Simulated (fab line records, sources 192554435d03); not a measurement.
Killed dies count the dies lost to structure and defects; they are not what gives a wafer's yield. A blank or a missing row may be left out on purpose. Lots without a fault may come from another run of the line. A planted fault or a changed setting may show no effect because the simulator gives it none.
3 desks looking at one fault ; flow n5-finfet ; only its own numbers are on each desk; what lay behind them is given at the end

== THE DEFECT DESK ==
For each lot, the counts of the inspections along the route, averaged over the sampled wafers that have a number. Any lot whose mean is over 4 standard deviations away from the usual mean is out of limits and marked OUT; that distance is given in the brackets.
Columns: A = raw-defect-count at N5_BEOL_M1_INSPECT_13, usual 374
lot;first seen here;A
L869;day 6 04:07;279
L871;day 6 10:41;324
L873;day 7 02:38;553
L875;day 7 16:54;291
L876;day 7 23:23;374
L879;day 8 15:49;307
L886;day 10 10:14;336
L887;day 10 16:30;374
L888;day 11 03:56;312
L889;day 11 04:10;396
This desk found nothing out of limits on any of the 10 lots.

== METROLOGY DESK ==
Lot by lot, what the gauges showed, no matter which tool ran the lot: averages of those sampled wafers that carry a number. Any lot whose mean is over 4 standard deviations away from the usual mean is out of limits and marked OUT; that distance is given in the brackets. Of its 12 readings 7 are shown: those that lie furthest out on some lot.
Columns: A = cd-nm at N5_BEOL_M1_CD_MEAS_28, usual 24.02 nm; B = DIBL_N at N5_BEOL_M4_RC_MEAS_101, usual 36.6 mV/V; C = IOFF_N at N5_BEOL_M4_RC_MEAS_101, usual 0.17 nA/um; D = IOFF_P at N5_BEOL_M4_RC_MEAS_101, usual 0.23 nA/um; E = ION_P at N5_BEOL_M4_RC_MEAS_101, usual 467 uA/um; F = VT_N at N5_BEOL_M4_RC_MEAS_101, usual 249 mV; G = VT_P at N5_BEOL_M4_RC_MEAS_101, usual -249 mV
lot;first seen here;A;B;C;D;E;F;G
L869;day 6 04:56;23.91;37.8;0.18;0.21;465;248;-252
L871;day 6 11:37;23.87;38.2;0.18;0.23;465;248;-249
L873;day 7 03:42;24.11;37.3;0.16;0.20;462;250;-253
L875;day 7 18:18;24.16;37.5;0.18;0.21;464;250;-253
L876;day 8 00:16;23.60;36.5;0.20;0.25;472;244;-247
L879;day 8 16:46;23.98;36.2;0.16;0.21;464;249;-251
L886;day 10 11:28;23.93;35.5;0.14;0.18;460;251;-253
L887;day 10 17:23;23.88;40.7;0.22;0.27;469;248;-247
L888;day 11 05:08;23.94;37.3;0.18;0.26;467;248;-246
L889;day 11 05:25;23.85;36.6;0.17;0.27;479;246;-243
This desk found nothing out of limits on any of the 10 lots.

== DESK OF THE TOOL OWNER: rie-diel-02 ==
The tool's own readings at N5_BEOL_M1_ETCH_70 (etches SOC in N2/H2, target depth 80 nm, overetch 16 nm, time 120 s): means of the sampled wafers that have a number, for each lot that ran on this tool. Any lot whose mean is over 4 standard deviations away from the usual mean is out of limits and marked OUT; that distance is given in the brackets.
Columns: A = bias-w at N5_BEOL_M1_ETCH_70, usual 150.0 W; B = drypump-motor-current-A at N5_BEOL_M1_ETCH_70, usual 5.6 A; C = oes-product-au at N5_BEOL_M1_ETCH_70, usual 0.60 a.u.; D = rf-vpp-V at N5_BEOL_M1_ETCH_70, usual 523.0 V; E = showerhead-plenum-p-Torr at N5_BEOL_M1_ETCH_70, usual 2.51 Torr; F = throttle-valve-pct at N5_BEOL_M1_ETCH_70, usual 17.8 %
lot;first seen here;A;B;C;D;E;F
L871;day 6 12:28;150.0;5.5;0.63;524.3;2.56;17.6
L873;day 7 06:33;149.5;5.6;0.62;523.6;2.53;17.8
L875;day 7 22:55;106.3 (-99 or more) OUT;5.8;0.57;419.5 (-40) OUT;2.49;17.7
L876;day 8 09:20;106.3 (-99 or more) OUT;5.4;0.66;421.6 (-39) OUT;2.56;17.6
L879;day 8 18:41;106.6 (-99 or more) OUT;5.5;0.66;420.6 (-39) OUT;2.52;17.5
L889;day 11 06:37;150.0;5.8;0.68;525.5;2.59;17.5
Finding of this desk: L875, L876, L879 out of limits; the first was L875 at day 7 22:55, on bias-w at N5_BEOL_M1_ETCH_70. L871, L873, L889: within limits.

== ALL TOGETHER ==
At day 7 22:55, on L875, L876, L879, the tool owner's desk was in a position to raise an alarm.
Nothing out of limits was seen by the defect desk.
Nothing out of limits was seen by the metrology desk.
The defect desk has L875, L876, L879 on record, within its limits.
The metrology desk has L875, L876, L879 on record, within its limits.
The lots listed all ran N5_BEOL_M1_ETCH_70 on rie-diel-02.

== WHAT THE SIMULATOR HAD PUT IN ==
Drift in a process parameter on rie-diel-02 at N5_BEOL_M1_ETCH_70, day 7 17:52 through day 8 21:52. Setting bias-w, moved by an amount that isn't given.
Lots struck among those shown: L875, L876, L879.
How many hours passed from the start of the fault until each desk's first out-of-limits reading: the tool owner's desk, 5.
